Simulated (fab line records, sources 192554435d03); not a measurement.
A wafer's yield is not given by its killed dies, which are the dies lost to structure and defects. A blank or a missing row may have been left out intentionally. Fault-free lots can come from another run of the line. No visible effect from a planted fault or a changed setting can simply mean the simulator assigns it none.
Lot-split experiment | flow n5 finfet | 7 lots, 21 wafers read, on a route of 1938 steps

## ON THE SPLIT
At N5_BEOL_M6_TRENCH_ETCH_37 (etches SiCOH lowk in C4F6/O2, target depth 94.435 nm, time 31.5 s), the setting bias w was moved away from the recipe's 185 W on 5 of the 21 wafers read, by -13.1% to +14.5%. All remaining wafers had this setting at the recipe value.

## FROM THE SPLIT TO THE READING: what the file shows between them, 2 steps
- N5_BEOL_M6_ETCH_41: etches SiCN in CH3F/O2, target depth 29.7 nm, time 52 s
- N5_BEOL_M6_STRIP_80: strips in N2/H2, time 10 s

## THE READING
trench depth nm, in nm, at N5_BEOL_M6_OCD_MEAS_38. Typical for fault-free wafers on this fab line: 94.8 nm, with standard deviation 0.97 nm.

wafer  | tool, chamber at the split | bias w as run, W | against the recipe | trench depth nm, nm | against lot-mates on the recipe
L075.2 | rie diel-03, 0             | 185              | recipe             | 94.5                | -
L075.3 | rie diel-03, 2             | 185              | recipe             | 96.0                | -
L075.6 | rie diel-03, 0             | 185              | recipe             | 95.5                | -
L077.1 | rie diel-03, 2             | 185              | recipe             | 94.6                | -
L077.2 | rie diel-03, 1             | 185              | recipe             | 95.3                | -
L077.5 | rie diel-03, 0             | 185              | recipe             | 93.2                | -
L078.4 | rie diel-03, 0             | 160.7            | -13.1%             | 89.9                | -5.8
L078.5 | rie diel-03, 2             | 185              | recipe             | 95.7                | -
L078.6 | rie diel-03, 1             | 160.7            | -13.1%             | 91.7                | -4.0
L081.1 | rie diel-01, 3             | 185              | recipe             | 93.7                | -
L081.3 | rie diel-01, 1             | 185              | recipe             | 93.6                | -
L081.5 | rie diel-01, 3             | 185              | recipe             | 93.7                | -
L082.1 | rie diel-01, 2             | 185              | recipe             | 96.0                | -
L082.2 | rie diel-01, 0             | 161              | -13.0%             | 90.3                | -5.8
L082.5 | rie diel-01, 2             | 185              | recipe             | 96.2                | -
L090.2 | rie diel-03, 1             | 185              | recipe             | 95.9                | -
L090.4 | rie diel-03, 1             | 185              | recipe             | 96.3                | -
L090.6 | rie diel-03, 3             | 199.5            | +7.8%              | 97.4                | +1.3
L093.4 | rie diel-01, 0             | 211.9            | +14.5%             | 99.3                | +5.3
L093.5 | rie diel-01, 2             | 185              | recipe             | 94.5                | -
L093.6 | rie diel-01, 3             | 185              | recipe             | 93.5                | -

FIT RESULTS
A straight line over all 21 wafers: trench depth nm changes by +0.318 nm for each +1% of bias w; r = +0.89; the points scatter about the line by 1 nm.
The same after taking each lot's own level away (the mean of its wafers on the recipe; 21 wafers): +0.368 nm for each +1%; r = +0.96; scatter 0.68 nm.
On that fit, the largest move of bias w shifts the reading by 5.3 nm.
From 93.67 to 96.10 nm: that is the span of the lots' own levels, equal to 2.5 times the standard deviation above.
So the lot-to-lot level changes the slope: the two fits differ.
Check: for one of the wafers moved furthest among these (+14.5%), held out of the fit, the line's prediction against its lot-mates is +5.16 nm. Against them it came out at +5.3 nm.
Tool readings at the split's step, against how far the setting was moved: rf vpp V r = +0.98.

## OTHER SPLITS ON THESE WAFERS
These wafers also went through other splits before the reading. Each is held against what the fit with the lots' levels taken away leaves over:
other split on the same wafers   | wafers away from the commonest value | r with trench depth nm (lot level and that fit taken away)
N5_BEOL_M3_COAT_67 spin rpm      | 5                                    | +0.22
N5_BEOL_M3_COAT_68 spin rpm      | 7                                    | +0.25
N5_BEOL_M5_TRENCH_ETCH_37 bias w | 5                                    | -0.05
N5_BEOL_M5_ETCH_41 source w      | 6                                    | -0.20

## THE WHOLE CHAIN: every reading that the file lists as answering this split, in the file's order
step                      | what it does                                                      | reading                                                                   | change (the file's fit)               | r (the file's)
N5_BEOL_M6_TRENCH_ETCH_37 | etches SiCOH lowk in C4F6/O2, target depth 94.435 nm, time 31.5 s | rf vpp V                                                                  | +5.15 V for each +1% of the setting   | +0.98
N5_BEOL_M6_TRENCH_ETCH_37 | etches SiCOH lowk in C4F6/O2, target depth 94.435 nm, time 31.5 s | BEOL_M6.feature depth nm (the simulator's own value, which no gauge read) | +0.333 nm for each +1% of the setting | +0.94
N5_BEOL_M6_TRENCH_ETCH_37 | etches SiCOH lowk in C4F6/O2, target depth 94.435 nm, time 31.5 s | etch.depth nm (the simulator's own value, which no gauge read)            | +0.333 nm for each +1% of the setting | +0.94
N5_BEOL_M6_OCD_MEAS_38    |                                                                   | trench depth nm                                                           | +0.369 nm for each +1% of the setting | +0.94

## THE FILE'S OWN FIT
trench depth nm changes by +0.369 nm for each +1% of bias w, r = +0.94.
